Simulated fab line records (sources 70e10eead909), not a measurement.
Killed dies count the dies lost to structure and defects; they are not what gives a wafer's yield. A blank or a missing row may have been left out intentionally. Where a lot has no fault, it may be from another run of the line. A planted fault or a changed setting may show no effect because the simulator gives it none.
8D (eight disciplines) problem report, filled in by code ; flow nand_harc ; the parts of the form that need people (team, actions taken, sign-off) are left out

1. PROBLEM STATEMENT
Wafers with no fault read 5.5 with a standard deviation of 2.6, whereas raw_defect_count at NHARC_P_STI_INSPECT_11 reads a mean of 32.0 on 1 wafer of 1 lot. Relative to the usual mean, that is a shift of +10 standard deviations.
First observed at day 6 23:23: wafer L539.6, on defect_inspect-02. The record has a number at this step for 15 wafers belonging to 5 lots. Rule for "out" (also "out of limits"): further than 4 standard deviations from the usual mean. Any other wafer with a number is counted as sound.

2. WHAT IT IS AND WHAT IT IS NOT
question;is;is not
which readings at this step;raw_defect_count;-
which lots;L539;L523, L525, L527, L531
which wafers of those lots;L539.6;L539.1, L539.3
read on which gauges;defect_inspect-02;defect_inspect-01
when;from day 6 23:23;up to then (14 sound wafers)

3. SUSPECTS, AND WHAT RULES EACH OUT
Counting: if a tool at a process step up to the reading ran every lot that is out, it stays a suspect. Sound lots after the first of them don't rule it out here, since some wafers of a struck lot are sound.
- the gauge at NHARC_P_STI_INSPECT_11 has been ruled out. All the wafers that are out were read on defect_inspect-02, but those of them that NHARC_END_SORT_01 has rows for are out there too, on other tools.
- wet_bench-02 at NHARC_P_ZERO_WELL_PRECLEAN_00 (cleans in SPM, time 600 s): kept. L539, the lot that is out, went through it at day 6 00:08; up to then, the latest sound lot through it was L531 at day 4 00:08.
- rie_diel-09 at NHARC_P_ZERO_WELL_DESCUM_13 (chemistry O2, time 3 s): kept. L539, the lot that is out, went through it at day 6 01:35; up to then, the latest sound lot through it was L523 at day 2 01:25.
- rie_diel-09 at NHARC_P_ZERO_WELL_ETCH_65 (etches the open film in N2/H2, target depth 80 nm, overetch 24 nm, time 87.88 s): kept. L539, the lot that is out, went through it at day 6 01:40; up to then, the latest sound lot through it was L523 at day 2 01:31.
- rie_diel-09 at NHARC_P_ZERO_WELL_ETCH_62 (etches the open film in CHF3/Ar, target depth 13 nm, time 6.5 s): kept. L539, the lot that is out, went through it at day 6 01:50; up to then, the latest sound lot through it was L523 at day 2 01:40. NHARC_P_ZERO_WELL_ETCH_62 gives no start for some lots, so the hours and the order of its lots are those of NHARC_P_ZERO_WELL_ETCH_63.
- rie_si-04 at NHARC_P_ZERO_WELL_ETCH_63 (etches the open film in HBr/Cl2, target depth 120 nm, time 40.1 s): kept. L539, the lot that is out, went through it at day 6 01:50; up to then, the latest sound lot through it was L525 at day 2 13:41.
- rie_diel-01 at NHARC_P_ZERO_WELL_DESCUM_26 (chemistry O2, time 3 s): kept. It ran the lot that is out, L539 (day 6 02:55).
- wet_bench-02, NHARC_P_ZERO_WELL_PRECLEAN_00: wafers that are out in chamber 0, sound lot-mates in chambers 1, 4.
- rie_diel-09, NHARC_P_ZERO_WELL_ETCH_65: wafers that are out in chamber 2, sound lot-mates in chambers 0, 1.
- rie_diel-09, NHARC_P_ZERO_WELL_ETCH_62: wafers that are out in chamber 1, sound lot-mates in chambers 2, 3.
- rie_si-04, NHARC_P_ZERO_WELL_ETCH_63: wafers that are out in chamber 3, sound lot-mates in chambers 0, 2.
Left after counting: wet_bench-02 at NHARC_P_ZERO_WELL_PRECLEAN_00, rie_diel-09 at NHARC_P_ZERO_WELL_DESCUM_13, rie_diel-09 at NHARC_P_ZERO_WELL_ETCH_65, rie_diel-09 at NHARC_P_ZERO_WELL_ETCH_62, rie_si-04 at NHARC_P_ZERO_WELL_ETCH_63, rie_diel-01 at NHARC_P_ZERO_WELL_DESCUM_26.

4. THE CAUSE (what the simulator had put in)
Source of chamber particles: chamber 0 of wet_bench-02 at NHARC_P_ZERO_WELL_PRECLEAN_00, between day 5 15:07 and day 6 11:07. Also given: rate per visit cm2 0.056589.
After counting, 6 suspects remain, this tool included.

5. THE CHAIN OF EFFECTS, in route order
Each row: a reading where the mean over the struck wafers with a number is more than 3 standard deviations away from the usual. Only readings whose record carries a usual standard deviation are examined. hours: median over the lots of the time between each lot's start at the first step of this table that gives one and its start at this step. sigmas: the change, counted in usual standard deviations.
hours;step;reading;usual;on struck wafers;change;sigmas
0;NHARC_P_ZERO_WELL_INSPECT_43;raw_defect_count;13;33;+20;+3.3
15;NHARC_P_STI_INSPECT_11;raw_defect_count;5.5;32.0;+26.5;+10
446;NHARC_END_SORT_01;killed_at_periphery;3.6;24.0;+20.4;+8.9

6. WHAT WOULD HAVE CAUGHT IT SOONER
Counted from the fault's start at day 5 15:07, it took 32 hours until the first out-of-limits reading at a measuring or inspecting step in this record, taken at day 6 23:23.
Tool readings at NHARC_P_ZERO_WELL_PRECLEAN_00 with a usual standard deviation given in the record: none out on any struck wafer, hence no alarm at a limit of 4 standard deviations on them.
By day 6 23:23 the whole set of lots that are out, 1 in number, had already begun NHARC_P_ZERO_WELL_PRECLEAN_00 on wet_bench-02. A hold on the tool at that time would have spared none of them.
